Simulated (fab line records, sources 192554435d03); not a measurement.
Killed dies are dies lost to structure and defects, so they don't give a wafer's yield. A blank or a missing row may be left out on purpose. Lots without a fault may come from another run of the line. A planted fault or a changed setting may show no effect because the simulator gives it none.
A struck lot beside a sound one | flow n5_finfet | 16 steps out of a route of 1938
Sound: wafers L329.1, L329.4, L329.6. Struck: wafers L321.1, L321.4, L321.5. The cause comes at the end.
At each step with rows: each side's tool, then ch and its chambers, then its first start. Under that, the readings that differ: sound wafers | struck wafers | difference of the means | sigmas: that difference in standard deviations of wafers without a fault.
alike: readings whose means differ by less than 2 such deviations, and words and numbers that are the same on both sides. not compared: withheld readings, readings that some wafer has no value for, bounds like >300 that may hide the same value, and numbers for which the record gives no deviation and whose values overlap.
The two part at a step that has a row with sigmas, a row that says differs or no value, or rows on one side only. Numbers that don't overlap but have no deviation are shown without sigmas and don't part them. A reading that every wafer of one side lacks parts them only if that side has two wafers or more.

N5_FIN_SAQP_MANDREL_ETCH_22: etches a-Si in HBr/Cl2, stops on SiNx, target depth 60 nm, bt time 10 s, time 30 s.
  sound on rie_si-01 ch 0,1,2, day 6 16:10; struck on rie_si-05 ch 0,2,3, day 4 17:01
  alike: drypump_motor_current_A, he_backside_leak_sccm, oes_product_au, throttle_valve_pct
  not compared: rf_hours_counter_h
then, 4 steps without rows for these wafers: N5_FIN_SAQP_STRIP_55 (strips in N2/H2); N5_FIN_SAQP_STRIP_23 (strips in SPM, time 750 s); N5_FIN_SAQP_SRD_66 (time 30 s); N5_FIN_SAQP_RECESS_75 (chemistry HF/NH3, target SiO2, target depth 14.4 nm, afs cycles 3, sublimation time 60 s).
N5_FIN_SAQP_SPACER1_ALD_24: deposits SiO2, target thk 20.3 nm, pulse time 1 s, purge time 2 s.
  sound on ald_sin-01 ch 0,1, day 6 17:01; struck on ald_sin-03 ch 0,1,3, day 4 17:50
  alike: heater_power_w, precursor_pulse_height_rel
then, 1 step without rows for these wafers: N5_FIN_SAQP_SPACER1_ETCHBACK_25 (etches SiO2 in CHF3/O2, target depth 24.4 nm, time 12.2 s).
N5_FIN_SAQP_MANDREL1_REMOVE_56: chemistry HBr/Cl2/O2, target a-Si, stops on SiNx, bt time 10 s.
  sound on rie_si-01 ch 0,3, day 6 17:52; struck on rie_si-03 ch 0,2,3, day 4 18:38
  alike: drypump_motor_current_A, he_backside_leak_sccm, oes_product_au, throttle_valve_pct
  not compared: rf_hours_counter_h
N5_FIN_SAQP_CD_MEAS_27: target cd 20 nm.
  sound on cd_sem-02 ch 0, day 6 17:59; struck on cd_sem-01 ch 0, day 4 18:45
  alike: cd_nm
then, 1 step without rows for these wafers: N5_FIN_SAQP_ETCH_57 (etches SiNx in CH3F/O2, target depth 32.5 nm, time 46.4 s).
N5_FIN_SAQP_ETCH_65: etches SiO2 in CF4, target depth 4 nm, time 4.4 s.
  sound on rie_si-05 ch 0,1,2, day 6 18:08; struck on rie_si-05 ch 1,2,3, day 4 18:55
  alike: drypump_motor_current_A, he_backside_leak_sccm, oes_product_au, throttle_valve_pct
  not compared: rf_hours_counter_h
N5_FIN_SAQP_MANDREL_ETCH_58: etches a-Si in HBr/Cl2, stops on SiNx, target depth 45 nm, bt time 10 s, time 27 s.
  sound on rie_si-05 ch 0,1,2, day 6 18:10; struck on rie_si-05 ch 1,2,3, day 4 18:56
  alike: drypump_motor_current_A, he_backside_leak_sccm, oes_product_au, throttle_valve_pct
  not compared: rf_hours_counter_h
N5_FIN_SAQP_RECESS_63: chemistry HF/NH3, target SiO2, target depth 18 nm, afs cycles 3, sublimation time 60 s.
  sound on vapor_etch-02 ch 0,1, day 6 18:27; struck on vapor_etch-02 ch 0,1, day 4 19:01
  no value came back on the struck wafers for afs_cycles, drypump_motor_current_A (A), sublimation_time_s (s); on the sound wafers afs_cycles reads 3 3 3
then, 1 step without rows for these wafers: N5_FIN_SAQP_COAT_68 (time 60 s, resist thk 100 nm).
N5_BEOL_M4_RC_MEAS_101:
  the record has rows for the sound wafers here (prober-01 ch 0, day 12 19:58) and none for the struck ones
-- the record jumps here: 10 days lie between the struck wafers' starts before and after (it left off in module BEOL_M4 and takes up again in module PASSIVATION, whose first step shown is number 1936 of the route) --
N5_PASSIVATION_PROBE_49:
  the record has rows for the struck wafers here (prober-01, day 15 06:22) and none for the sound ones

WHERE THEY PART
First at N5_FIN_SAQP_RECESS_63; last, within this record, at N5_PASSIVATION_PROBE_49.

WHY: what the simulator had put in
Skipped step whole: vapor_etch-02, from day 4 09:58 on, at N5_FIN_SAQP_RECESS_63. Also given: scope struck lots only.
